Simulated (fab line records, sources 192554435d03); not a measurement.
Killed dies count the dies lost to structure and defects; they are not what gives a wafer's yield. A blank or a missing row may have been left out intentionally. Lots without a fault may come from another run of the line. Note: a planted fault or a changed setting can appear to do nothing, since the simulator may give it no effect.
Comparing a struck lot with a sound one + flow n5-finfet + 16 steps out of a route of 1938
Sound: the wafers L314.1, L314.4, L314.6. Wafers struck: L324.1, L324.3, L324.4. The cause is given at the end.
For every step that has rows: the tool of each side, followed by ch and its chambers, followed by its first start. Under that, the readings that differ: sound wafers + struck wafers + difference of the means + sigmas: that difference in standard deviations of wafers without a fault.
alike: readings with means less than 2 such deviations apart, plus words and numbers identical on both sides. not compared: withheld readings, readings lacking a value on some wafer, bounds such as >300 that could conceal the same value, and numbers that have no deviation in the record and whose values overlap.
The two part at a step that has a row with sigmas, a row that says differs or no value, or rows on one side only. Numbers that have no deviation but don't overlap get no sigmas and don't part them. A reading missing from all wafers of one side parts the sides only when that side holds two or more wafers.

first, 4 steps without rows for these wafers: N5_BEOL_M4_HM_STRIP_39 (strips TiN in peroxide tin strip, target depth 25 nm, time 158 s); N5_BEOL_M4_SRD_40 (time 30 s); N5_BEOL_M4_PRECLEAN_42 (cleans in residue remover, time 60 s); N5_BEOL_M4_SRD_43 (time 30 s).
N5_BEOL_M4_CD_MEAS_35: target cd 18 nm, target cd y 22.4 nm.
  sound on cd-sem-02 at day 7 11:42; struck on cd-sem-01 at day 10 03:20
| reading    | sound          | struck         | difference | sigmas |
|------------|----------------|----------------|------------|--------|
| cd-nm (nm) | 18.6 18.2 18.9 | 17.5 17.6 17.8 | -0.9       | -2     |
then, 1 step without rows for these wafers: N5_BEOL_M4_DEGAS_44 (time 60 s).
N5_BEOL_M4_PRE_CLEAN_45: time 30 s.
  sound on pvd-sputter-03 at day 7 11:49; struck on pvd-sputter-01 at day 10 03:49
  alike: heater-power-w
N5_BEOL_M4_ALD_84: deposits TaN, pulse time 2 s, purge time 3 s, co reactant purge time 2 s.
  sound on ald-metal-02 ch 0,1, day 7 11:52; struck on ald-metal-03 ch 0,2,3, day 10 03:52
| reading                 | sound          | struck         | difference | sigmas |
|-------------------------|----------------|----------------|------------|--------|
| mfc-carrier-sccm (sccm) | 1508 1509 1501 | 1499 1491 1498 | -10        | -2     |
  alike: heater-power-w
N5_BEOL_M4_SURFACE_TREAT_85:
  sound on pvd-sputter-02 at day 7 12:11; struck on pvd-sputter-01 at day 10 04:06
  alike: ar-flow-sccm
  not compared: throttle-valve-pct
then, 2 steps without rows for these wafers: N5_BEOL_M4_CVD_47 (deposits Co from CCTBA/H2, target thk 3 nm, time 223.8 s); N5_BEOL_M4_SPUTTER_48 (material Cu, target thk 4.5 nm, time 8.29 s).
N5_BEOL_M4_ANNEAL_49: time 240 s.
  sound on pvd-sputter-01 at day 7 12:32; struck on pvd-sputter-02 at day 10 04:24
  alike: heater-power-w
N5_BEOL_M4_SPUTTER_79: material Cu, target thk 4.5 nm, time 8.29 s.
  sound on pvd-sputter-01 at day 7 12:40; struck on pvd-sputter-02 at day 10 04:32
  no value came back on the struck wafers for chamber-pressure-pa (Pa), chuck-gas-flow-sccm (sccm), throttle-valve-pct (%); on the sound wafers chamber-pressure-pa (Pa) reads 0.07006 0.06979 0.07
N5_BEOL_M4_ANNEAL_80: time 240 s.
  sound on pvd-sputter-01 at day 7 12:45; struck on pvd-sputter-02 at day 10 04:37
  alike: heater-power-w
N5_BEOL_M4_RC_MEAS_101:
  sound on prober-01 ch 0, day 7 15:19; struck on prober-01 ch 0, day 10 07:11
| reading       | sound       | struck      | difference | sigmas |
|---------------|-------------|-------------|------------|--------|
| ION_P (uA/um) | 452 453 453 | 475 466 468 | +17        | +2     |
  alike: DIBL_N, DIBL_P, IOFF_N, IOFF_P, ION_N, SS_N, SS_P, VT_N, VT_P
-- a jump in the record: the struck wafers' starts before and after are 4 days apart (it breaks off in module BEOL_M4 and resumes in module PASSIVATION, where the first step shown is number 1936 of the route) --
N5_PASSIVATION_PROBE_49:
  sound on prober-01 at day 11 21:31; struck on prober-02 at day 14 14:40
  alike: defect-limited-yield, killed_at_M0_to_M3, killed_at_M4_up, killed-at-contacts, killed-at-front-end, killed-at-other, killed-dies, killed-open, killed-short, sort_bin_4_leakage, sort_bin_5_function, sort_bin_6_memory, sort-n-pass, sort-yield-pct

WHERE THEY PART
At N5_BEOL_M4_CD_MEAS_35 first; at N5_BEOL_M4_RC_MEAS_101 last (within this record only). Later steps at which nothing parts them and some readings are alike: N5_PASSIVATION_PROBE_49.

WHY: what the simulator had put in
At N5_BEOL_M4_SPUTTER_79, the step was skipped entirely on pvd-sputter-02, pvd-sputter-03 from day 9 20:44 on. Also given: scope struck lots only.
